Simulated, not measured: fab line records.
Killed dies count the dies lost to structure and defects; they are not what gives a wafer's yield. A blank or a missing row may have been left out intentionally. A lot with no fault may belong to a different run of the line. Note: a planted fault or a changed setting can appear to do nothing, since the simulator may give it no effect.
The tool behind it: which one? / flow nand-harc / 11 lots with 33 wafers sampled at 3 steps, on a route of 1159 steps

## WHAT EACH GAUGE READ, for each wafer
NHARC_A_BLC_CD_MEAS_10: the cd target is 100 nm. Usual: 100.0 nm for cd-nm, sd 0.51.
lot=L454; measured=day 17 21:24; on=cd-sem-03; cd-nm (nm)=101.2 100.1 100.9; flag=
lot=L456; measured=day 17 20:45; on=cd-sem-02; cd-nm (nm)=99.9 100.0 100.6; flag=
lot=L453; measured=day 18 00:29; on=cd-sem-03; cd-nm (nm)=100.2 99.5 100.2; flag=
lot=L457; measured=day 18 03:53; on=cd-sem-01; cd-nm (nm)=100.4 100.4 99.3; flag=
lot=L458; measured=day 18 08:13; on=cd-sem-03; cd-nm (nm)=99.9 101.1 100.5; flag=
lot=L461; measured=day 19 23:52; on=cd-sem-02; cd-nm (nm)=100.7 99.7 100.2; flag=
lot=L464; measured=day 20 01:37; on=cd-sem-03; cd-nm (nm)=99.8 100.3 100.2; flag=
lot=L466; measured=day 20 16:28; on=cd-sem-01; cd-nm (nm)=99.6 100.5 99.7; flag=
lot=L471; measured=day 21 17:37; on=cd-sem-03; cd-nm (nm)=101.4 101.0 100.3; flag=
lot=L474; measured=day 22 16:16; on=cd-sem-03; cd-nm (nm)=99.9 99.5 100.4; flag=
lot=L476; measured=day 23 03:58; on=cd-sem-02; cd-nm (nm)=100.2 100.4 100.0; flag=

## WHAT TOOL EACH LOT RAN ON (gives the tool, then ch and the chambers of the sampled wafers, and finally the start)
lot=L454; NHARC_A_CONTACT_ETCH_30=rie-diel-10 ch 0,3, day 17 14:08 or earlier; NHARC_A_CONTACT_ETCH_110=rie-diel-10 ch 0,1,2, day 17 14:08
lot=L456; NHARC_A_CONTACT_ETCH_30=rie-diel-10 ch 0,1,2, day 17 14:07 or earlier; NHARC_A_CONTACT_ETCH_110=rie-diel-06 ch 2,3, day 17 14:07
lot=L453; NHARC_A_CONTACT_ETCH_30=rie-diel-06 ch 1,2,3, day 17 21:58 or earlier; NHARC_A_CONTACT_ETCH_110=rie-diel-03 ch 0,1,2, day 17 21:58
lot=L457; NHARC_A_CONTACT_ETCH_30=rie-diel-10 ch 0,2,3, day 18 01:02 or earlier; NHARC_A_CONTACT_ETCH_110=rie-diel-06 ch 0,1,3, day 18 01:02
lot=L458; NHARC_A_CONTACT_ETCH_30=rie-diel-03 ch 0,1,2, day 18 05:35 or earlier; NHARC_A_CONTACT_ETCH_110=rie-diel-06 ch 0,2, day 18 05:35
lot=L461; NHARC_A_CONTACT_ETCH_30=rie-diel-10 ch 0,3, day 19 21:13 or earlier; NHARC_A_CONTACT_ETCH_110=rie-diel-03 ch 0,3, day 19 21:13
lot=L464; NHARC_A_CONTACT_ETCH_30=rie-diel-06 ch 0,2,3, day 19 23:04 or earlier; NHARC_A_CONTACT_ETCH_110=rie-diel-03 ch 1,3, day 19 23:04
lot=L466; NHARC_A_CONTACT_ETCH_30=rie-diel-06 ch 0,2,3, day 20 11:12 or earlier; NHARC_A_CONTACT_ETCH_110=rie-diel-06 ch 2,3, day 20 11:12
lot=L471; NHARC_A_CONTACT_ETCH_30=rie-diel-06 ch 0,1,3, day 21 13:53 or earlier; NHARC_A_CONTACT_ETCH_110=rie-diel-03 ch 1,2,3, day 21 13:53
lot=L474; NHARC_A_CONTACT_ETCH_30=rie-diel-03 ch 0,3, day 22 13:46 or earlier; NHARC_A_CONTACT_ETCH_110=rie-diel-03 ch 0,2,3, day 22 13:46
lot=L476; NHARC_A_CONTACT_ETCH_30=rie-diel-03 ch 0,1, day 23 01:09 or earlier; NHARC_A_CONTACT_ETCH_110=rie-diel-10 ch 0,2,3, day 23 01:09
- NHARC_A_CONTACT_ETCH_30: etches the open film in CF4/CHF3, target depth 60.5 nm, time 30.2 s.
- NHARC_A_CONTACT_ETCH_110: etches the open film in CF4/O2, target depth 50 nm, overetch 5 nm, time 27.5 s.

## WHAT THE TOOLS THEMSELVES READ (means of the sampled wafers that have a number; where no wafer has one, the mark that the record gives instead)
NHARC_A_CONTACT_ETCH_30. Usual: bias-w 200.0 W (standard deviation 0.63); drypump-motor-current-A 5.8 A (standard deviation 0.45); oes-product-au 0.930 a.u. (standard deviation 0.015); rf-vpp-V 370.3 V (standard deviation 2); run-length-s 51.6 s (standard deviation 0.5); showerhead-plenum-p-Torr 1.57 Torr (standard deviation 0.053); throttle-valve-pct 16.802 % (standard deviation 0.0096).
lot=L454; tool=rie-diel-10; bias-w (W)=200.1; drypump-motor-current-A (A)=5.4; oes-product-au (a.u.)=0.932; rf-vpp-V (V)=371.6; run-length-s (s)=51.4; showerhead-plenum-p-Torr (Torr)=1.57; throttle-valve-pct (%)=16.802; flag=
lot=L456; tool=rie-diel-10; bias-w (W)=200.6; drypump-motor-current-A (A)=6.1; oes-product-au (a.u.)=0.936; rf-vpp-V (V)=370.3; run-length-s (s)=51.3; showerhead-plenum-p-Torr (Torr)=1.58; throttle-valve-pct (%)=16.799; flag=
lot=L453; tool=rie-diel-06; bias-w (W)=199.7; drypump-motor-current-A (A)=5.7; oes-product-au (a.u.)=0.931; rf-vpp-V (V)=370.2; run-length-s (s)=51.4; showerhead-plenum-p-Torr (Torr)=1.56; throttle-valve-pct (%)=16.799; flag=
lot=L457; tool=rie-diel-10; bias-w (W)=200.2; drypump-motor-current-A (A)=5.6; oes-product-au (a.u.)=0.927; rf-vpp-V (V)=370.4; run-length-s (s)=51.8; showerhead-plenum-p-Torr (Torr)=1.57; throttle-valve-pct (%)=16.799; flag=
lot=L458; tool=rie-diel-03; bias-w (W)=199.8; drypump-motor-current-A (A)=5.9; oes-product-au (a.u.)=0.929; rf-vpp-V (V)=370.4; run-length-s (s)=51.6; showerhead-plenum-p-Torr (Torr)=1.57; throttle-valve-pct (%)=16.788; flag=
lot=L461; tool=rie-diel-10; bias-w (W)=199.7; drypump-motor-current-A (A)=5.3; oes-product-au (a.u.)=0.935; rf-vpp-V (V)=370.0; run-length-s (s)=51.1; showerhead-plenum-p-Torr (Torr)=1.57; throttle-valve-pct (%)=16.800; flag=
lot=L464; tool=rie-diel-06; bias-w (W)=200.4; drypump-motor-current-A (A)=5.9; oes-product-au (a.u.)=0.922; rf-vpp-V (V)=369.7; run-length-s (s)=51.2; showerhead-plenum-p-Torr (Torr)=1.57; throttle-valve-pct (%)=16.811; flag=
lot=L466; tool=rie-diel-06; bias-w (W)=199.3; drypump-motor-current-A (A)=5.9; oes-product-au (a.u.)=0.932; rf-vpp-V (V)=370.8; run-length-s (s)=51.3; showerhead-plenum-p-Torr (Torr)=1.57; throttle-valve-pct (%)=16.802; flag=
lot=L471; tool=rie-diel-06; bias-w (W)=200.0; drypump-motor-current-A (A)=6.0; oes-product-au (a.u.)=0.925; rf-vpp-V (V)=370.8; run-length-s (s)=51.2; showerhead-plenum-p-Torr (Torr)=1.58; throttle-valve-pct (%)=16.806; flag=
lot=L474; tool=rie-diel-03; bias-w (W)=199.1; drypump-motor-current-A (A)=6.0; oes-product-au (a.u.)=0.964; rf-vpp-V (V)=370.1; run-length-s (s)=51.8; showerhead-plenum-p-Torr (Torr)=1.57; throttle-valve-pct (%)=16.799; flag=
lot=L476; tool=rie-diel-03; bias-w (W)=199.8; drypump-motor-current-A (A)=6.2; oes-product-au (a.u.)=0.914; rf-vpp-V (V)=368.6; run-length-s (s)=51.2; showerhead-plenum-p-Torr (Torr)=1.52; throttle-valve-pct (%)=16.808; flag=

NHARC_A_CONTACT_ETCH_110. Usual: bias-w 99.9 W (standard deviation 0.33); drypump-motor-current-A 5.9 A (standard deviation 0.38); oes-product-au 1.000 a.u. (standard deviation 0.0081); rf-vpp-V 197.7 V (standard deviation 1.2); run-length-s 48.9 s (standard deviation 0.46); showerhead-plenum-p-Torr 1.33 Torr (standard deviation 0.049); throttle-valve-pct 13.398 % (standard deviation 0.0083).
lot=L454; tool=rie-diel-10; bias-w (W)=99.8; drypump-motor-current-A (A)=6.1; oes-product-au (a.u.)=1.004; rf-vpp-V (V)=197.9; run-length-s (s)=49.0; showerhead-plenum-p-Torr (Torr)=1.34; throttle-valve-pct (%)=13.404; flag=
lot=L456; tool=rie-diel-06; bias-w (W)=100.0; drypump-motor-current-A (A)=5.9; oes-product-au (a.u.)=1.011; rf-vpp-V (V)=197.8; run-length-s (s)=48.6; showerhead-plenum-p-Torr (Torr)=1.33; throttle-valve-pct (%)=13.409; flag=
lot=L453; tool=rie-diel-03; bias-w (W)=99.8; drypump-motor-current-A (A)=5.9; oes-product-au (a.u.)=1.006; rf-vpp-V (V)=197.7; run-length-s (s)=48.6; showerhead-plenum-p-Torr (Torr)=1.33; throttle-valve-pct (%)=13.390; flag=
lot=L457; tool=rie-diel-06; bias-w (W)=99.7; drypump-motor-current-A (A)=6.0; oes-product-au (a.u.)=0.998; rf-vpp-V (V)=197.3; run-length-s (s)=48.5; showerhead-plenum-p-Torr (Torr)=1.34; throttle-valve-pct (%)=13.398; flag=
lot=L458; tool=rie-diel-06; bias-w (W)=100.0; drypump-motor-current-A (A)=5.7; oes-product-au (a.u.)=1.000; rf-vpp-V (V)=197.6; run-length-s (s)=48.6; showerhead-plenum-p-Torr (Torr)=1.31; throttle-valve-pct (%)=13.396; flag=
lot=L461; tool=rie-diel-03; bias-w (W)=99.9; drypump-motor-current-A (A)=6.0; oes-product-au (a.u.)=0.995; rf-vpp-V (V)=197.6; run-length-s (s)=49.3; showerhead-plenum-p-Torr (Torr)=1.33; throttle-valve-pct (%)=13.403; flag=
lot=L464; tool=rie-diel-03; bias-w (W)=99.8; drypump-motor-current-A (A)=5.7; oes-product-au (a.u.)=0.991; rf-vpp-V (V)=196.6; run-length-s (s)=48.6; showerhead-plenum-p-Torr (Torr)=1.29; throttle-valve-pct (%)=13.400; flag=
lot=L466; tool=rie-diel-06; bias-w (W)=100.0; drypump-motor-current-A (A)=5.9; oes-product-au (a.u.)=1.001; rf-vpp-V (V)=197.2; run-length-s (s)=48.5; showerhead-plenum-p-Torr (Torr)=1.33; throttle-valve-pct (%)=13.396; flag=
lot=L471; tool=rie-diel-03; bias-w (W)=99.9; drypump-motor-current-A (A)=5.7; oes-product-au (a.u.)=0.997; rf-vpp-V (V)=198.8; run-length-s (s)=48.8; showerhead-plenum-p-Torr (Torr)=1.34; throttle-valve-pct (%)=13.397; flag=
lot=L474; tool=rie-diel-03; bias-w (W)=99.8; drypump-motor-current-A (A)=5.9; oes-product-au (a.u.)=1.005; rf-vpp-V (V)=198.1; run-length-s (s)=49.0; showerhead-plenum-p-Torr (Torr)=1.35; throttle-valve-pct (%)=13.396; flag=
lot=L476; tool=rie-diel-10; bias-w (W)=100.4; drypump-motor-current-A (A)=5.6; oes-product-au (a.u.)=1.007; rf-vpp-V (V)=198.1; run-length-s (s)=49.0; showerhead-plenum-p-Torr (Torr)=1.32; throttle-valve-pct (%)=13.401; flag=

## THE ANSWER, worked out from the rows above alone
Rule: a lot counts as off when the mean over its wafers that have a number is more than 3 standard deviations away from the usual mean. Also off: a lot with no number at a reading for which 4 or more lots have one. Where the step has rows for the other lots, those lots are counted as sound. First the gauges in route order, then the tools' own readings, where a lot's mean is used as printed above. At the first step where some lot is off, the reading lying furthest off is the one used; lots without a number count as furthest.
No lot is off on any of the readings shown, so nothing can be concluded from this.

## WHAT HAD BEEN PUT IN BY THE SIMULATOR
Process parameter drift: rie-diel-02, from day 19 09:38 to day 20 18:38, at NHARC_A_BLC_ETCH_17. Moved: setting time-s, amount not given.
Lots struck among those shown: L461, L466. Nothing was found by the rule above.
